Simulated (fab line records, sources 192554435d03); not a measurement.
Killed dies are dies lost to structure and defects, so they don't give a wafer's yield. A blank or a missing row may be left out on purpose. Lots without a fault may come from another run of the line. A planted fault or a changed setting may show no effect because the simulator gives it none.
Which tool did it? | flow n5_finfet | 9 lots, 27 wafers sampled, at 6 steps of a route of 1938

WHAT THE GAUGES READ, wafer by wafer
N5_MOL_CONTACT_COAG_OVL_MEAS_85.
lot  | measured     | on         | VG_OVL (nm)
L386 | day 6 09:51  | overlay-02 | -0.6 0.3 -0.9
L396 | day 9 03:06  | overlay-01 | 0.2 1.0 0.5
L398 | day 9 15:52  | overlay-01 | 0.3 0.5 0.9
L399 | day 9 16:16  | overlay-01 | -0.4 0.0 0.7
L400 | day 9 19:38  | overlay-01 | -1.0 -0.1 -0.7
L401 | day 10 00:48 | overlay-01 | -0.5 -0.9 -0.4
L402 | day 10 09:37 | overlay-02 | 0.2 -0.4 0.7
L403 | day 10 17:28 | overlay-02 | -0.3 0.5 0.3
L404 | day 10 19:51 | overlay-02 | 0.7 0.2 0.0

N5_MOL_CONTACT_COAG_CD_MEAS_137: target cd 16 nm.
lot  | measured     | on        | cd_nm (nm)
L386 | day 6 10:44  | cd_sem-02 | 15.2 15.3 16.2
L396 | day 9 05:00  | cd_sem-03 | 15.8 15.7 15.9
L398 | day 9 16:52  | cd_sem-03 | 17.2 16.9 16.7
L399 | day 9 17:13  | cd_sem-01 | 16.4 17.5 17.3
L400 | day 9 20:49  | cd_sem-02 | 16.3 15.7 15.5
L401 | day 10 01:44 | cd_sem-01 | 16.2 15.9 16.6
L402 | day 10 10:35 | cd_sem-03 | 15.9 15.6 16.1
L403 | day 10 18:58 | cd_sem-02 | 15.9 15.5 16.1
L404 | day 10 20:44 | cd_sem-02 | 16.0 16.4 15.5

N5_MOL_CONTACT_COAG_CD_MEAS_40: target cd 25.1 nm.
lot  | measured     | on        | cd_nm (nm)
L386 | day 6 11:11  | cd_sem-02 | 25.01 25.53 25.05
L396 | day 9 05:19  | cd_sem-03 | 25.15 24.87 25.25
L398 | day 9 17:19  | cd_sem-03 | 25.22 24.95 25.06
L399 | day 9 17:32  | cd_sem-03 | 24.77 25.30 25.53
L400 | day 9 21:16  | cd_sem-01 | 25.07 25.15 25.07
L401 | day 10 02:03 | cd_sem-03 | 25.13 24.99 25.08
L402 | day 10 11:02 | cd_sem-03 | 25.07 25.05 24.80
L403 | day 10 19:25 | cd_sem-01 | 24.75 24.96 24.78
L404 | day 10 21:11 | cd_sem-01 | 24.78 25.00 25.18

N5_BEOL_M4_RC_MEAS_101.
lot  | measured     | on        | DIBL_N (mV/V)  | DIBL_P (mV/V)  | IOFF_N (nA/um)    | IOFF_P (nA/um)    | ION_N (uA/um) | ION_P (uA/um) | SS_N (mV/dec)  | SS_P (mV/dec)  | VT_N (mV)         | VT_P (mV)
L386 | day 9 03:50  | prober-01 | 36.7 38.0 37.8 | 33.8 35.8 35.7 | 0.152 0.176 0.173 | 0.187 0.214 0.210 | 670 691 678   | 459 470 457   | 71.3 71.4 72.0 | 72.3 74.1 73.6 | 250.7 247.4 246.8 | -252.1 -250.6 -251.4
L396 | day 12 00:56 | prober-02 | 35.4 35.3 36.4 | 33.4 34.4 35.1 | 0.136 0.144 0.163 | 0.170 0.180 0.200 | 675 672 685   | 462 458 472   | 71.7 71.2 71.6 | 72.2 72.3 72.8 | 252.1 252.8 251.1 | -252.7 -253.9 -253.5
L398 | day 12 08:25 | prober-01 | 37.9 36.9 38.5 | 38.7 37.5 39.4 | 0.222 0.207 0.247 | 0.244 0.225 0.256 | 696 697 703   | 468 468 469   | 72.3 71.7 71.3 | 73.6 74.4 74.2 | 246.7 245.8 242.5 | -248.5 -249.9 -246.1
L399 | day 12 12:46 | prober-02 | 36.6 37.7 36.6 | 36.1 37.9 36.4 | 0.169 0.189 0.160 | 0.222 0.250 0.222 | 680 681 669   | 464 469 469   | 72.2 71.9 72.1 | 74.0 73.8 74.0 | 246.4 244.4 248.8 | -247.6 -248.1 -249.1
L400 | day 12 10:05 | prober-02 | 35.5 33.9 33.8 | 36.2 34.6 34.8 | 0.152 0.122 0.130 | 0.214 0.175 0.185 | 684 674 661   | 466 464 457   | 71.0 70.9 71.7 | 73.3 73.0 72.7 | 251.5 252.6 251.3 | -250.4 -253.9 -253.2
L401 | day 13 00:23 | prober-01 | 37.0 36.1 36.7 | 37.4 36.9 37.4 | 0.161 0.150 0.152 | 0.218 0.207 0.208 | 674 677 669   | 463 464 464   | 71.5 72.0 71.9 | 73.1 72.8 73.1 | 247.9 247.4 248.8 | -252.6 -249.7 -250.3
L402 | day 13 03:38 | prober-02 | 35.1 34.7 35.5 | 34.9 34.4 35.5 | 0.159 0.146 0.157 | 0.175 0.169 0.187 | 681 674 667   | 458 457 455   | 71.7 71.1 71.8 | 73.1 73.1 72.9 | 250.2 249.3 249.2 | -254.8 -252.5 -254.0
L403 | day 13 16:01 | prober-02 | 35.5 36.0 36.3 | 35.8 36.8 36.5 | 0.140 0.158 0.155 | 0.200 0.221 0.216 | 660 670 665   | 457 465 464   | 71.3 72.0 71.7 | 72.4 73.2 72.3 | 250.5 249.4 251.5 | -249.5 -250.0 -250.7
L404 | day 13 15:23 | prober-02 | 37.4 36.6 37.8 | 37.1 36.1 36.8 | 0.184 0.164 0.174 | 0.225 0.212 0.218 | 675 674 678   | 464 457 459   | 71.4 71.6 71.2 | 73.8 73.7 74.1 | 246.9 251.0 249.6 | -250.5 -251.4 -249.9

WHICH TOOL RAN EACH LOT (tool, then ch and the chambers of the sampled wafers, then the start)
lot  | N5_MOL_CONTACT_COAG_ETCH_91        | N5_MOL_CONTACT_COAG_ETCH_47
L386 | rie_diel-04 ch 0,2,3, day 6 10:19  | rie_diel-04 ch 0,2,3, day 6 10:32
L396 | rie_diel-04 ch 1,2,3, day 9 04:13  | rie_diel-04 ch 1,2,3, day 9 04:27
L398 | rie_diel-04 ch 0,1, day 9 16:24    | rie_diel-04 ch 0,1, day 9 16:38
L399 | rie_diel-04 ch 0,2,3, day 9 16:45  | rie_diel-04 ch 0,2,3, day 9 16:59
L400 | rie_diel-01 ch 0,1,2, day 9 20:22  | rie_diel-01 ch 0,1,2, day 9 20:35
L401 | rie_diel-02 ch 1,2,3, day 10 01:17 | rie_diel-02 ch 1,2,3, day 10 01:31
L402 | rie_diel-01 ch 0,1,2, day 10 10:08 | rie_diel-01 ch 0,1,2, day 10 10:22
L403 | rie_diel-01 ch 0,1,2, day 10 18:30 | rie_diel-01 ch 0,1,2, day 10 18:44
L404 | rie_diel-02 ch 2,3, day 10 20:17   | rie_diel-02 ch 2,3, day 10 20:31
- N5_MOL_CONTACT_COAG_ETCH_91: etches SOC in N2/H2, target depth 60 nm, overetch 21 nm, time 101.2 s.
- N5_MOL_CONTACT_COAG_ETCH_47: etches SiNx in CH3F/O2, stops on W, target depth 27 nm.

WHAT THE TOOLS THEMSELVES READ (means of the sampled wafers that have a number; where no wafer has one, the mark that the record gives instead)
N5_MOL_CONTACT_COAG_ETCH_91.
lot  | tool        | drypump_motor_current_A (A) | oes_product_au (a.u.) | rf_fwd_power_W (W) | rf_vpp_V (V) | showerhead_plenum_p_Torr (Torr) | throttle_valve_pct (%)
L386 | rie_diel-04 | 5.5                         | 0.76                  | 836.8              | 526.0        | 2.60                            | 17.97
L396 | rie_diel-04 | 5.3                         | 0.66                  | 835.2              | 525.2        | 2.55                            | 18.01
L398 | rie_diel-04 | 5.0                         | 0.63                  | 836.4              | 523.0        | 2.52                            | 17.94
L399 | rie_diel-04 | 5.5                         | 0.72                  | 835.0              | 524.1        | 2.59                            | 18.02
L400 | rie_diel-01 | 5.9                         | 0.72                  | 837.3              | 524.0        | 2.58                            | 17.64
L401 | rie_diel-02 | 5.1                         | 0.65                  | 833.7              | 522.0        | 2.48                            | 17.85
L402 | rie_diel-01 | 5.8                         | 0.72                  | 832.8              | 524.7        | 2.58                            | 17.65
L403 | rie_diel-01 | 5.9                         | 0.71                  | 838.3              | 525.9        | 2.57                            | 17.66
L404 | rie_diel-02 | 5.0                         | 0.60                  | 834.6              | 521.2        | 2.46                            | 18.10

N5_MOL_CONTACT_COAG_ETCH_47.
lot  | tool        | drypump_motor_current_A (A) | etch_rf_on_time_s (s) | mfc_ar_sccm (sccm) | oes_product_au (a.u.) | rf_fwd_power_W (W) | rf_vpp_V (V) | showerhead_plenum_p_Torr (Torr) | throttle_valve_pct (%)
L386 | rie_diel-04 | 5.5                         | 30.5                  | 149.9              | 0.83                  | 386.2              | 297          | 2.04                            | 16.40
L396 | rie_diel-04 | 5.3                         | 30.9                  | 149.8              | 0.72                  | 385.4              | 296          | 2.01                            | 16.52
L398 | rie_diel-04 | 5.0                         | 31.1                  | 150.1              | 0.67                  | 386.2              | 299          | 1.99                            | 16.57
L399 | rie_diel-04 | 5.5                         | 30.4                  | 149.9              | 0.77                  | 384.9              | 298          | 2.03                            | 16.45
L400 | rie_diel-01 | 5.9                         | 31.0                  | 150.5              | 0.77                  | 385.8              | 299          | 2.03                            | 16.22
L401 | rie_diel-02 | 5.1                         | 31.0                  | 149.7              | 0.70                  | 386.2              | 299          | 1.95                            | 16.42
L402 | rie_diel-01 | 5.9                         | 31.0                  | 149.7              | 0.77                  | 385.8              | 299          | 2.03                            | 16.22
L403 | rie_diel-01 | 5.9                         | 30.8                  | 150.6              | 0.77                  | 385.6              | 299          | 2.03                            | 16.22
L404 | rie_diel-02 | 5.0                         | 31.1                  | 150.2              | 0.64                  | 385.7              | 295          | 1.94                            | 16.65

THE ANSWER, worked out from the rows above alone
Rule: what is usual is taken from the lots themselves. Put in order of their means at a reading, lots are off if they are a third of the lots or fewer, leave a main group of 4 or more, and stand apart from it by a gap of 3 or more times the standard deviation of the main group's means; of several such gaps the widest counts. A main group whose means are all the same, to the digits that the tables above print for the reading, isn't used. A lot without any number at a reading at which 4 lots or more have one is off too. The other lots that the step has rows for count as sound. The gauges are gone through in route order, then the tools' own readings, and for those a lot's mean is taken as printed above. The first step at which some lot is off is used, and at that step the reading that is off furthest; a lot without a number counts as furthest.
Off: L398, L399, at N5_MOL_CONTACT_COAG_CD_MEAS_137 (cd_nm). The main group: mean 15.9 nm, standard deviation 0.19.
A tool fits if, at a process step before that reading, it ran every lot that is off, and no sound lot after the first of them. The gauges at N5_MOL_CONTACT_COAG_CD_MEAS_137 are tried like those tools. One fits: rie_diel-04 at N5_MOL_CONTACT_COAG_ETCH_91 and N5_MOL_CONTACT_COAG_ETCH_47. At N5_MOL_CONTACT_COAG_ETCH_91 its last sound lot is L396 (day 9 04:13), its first lot that is off L398 (day 9 16:24): a fault that began between those two fits.

WHAT THE SIMULATOR HAD PUT IN
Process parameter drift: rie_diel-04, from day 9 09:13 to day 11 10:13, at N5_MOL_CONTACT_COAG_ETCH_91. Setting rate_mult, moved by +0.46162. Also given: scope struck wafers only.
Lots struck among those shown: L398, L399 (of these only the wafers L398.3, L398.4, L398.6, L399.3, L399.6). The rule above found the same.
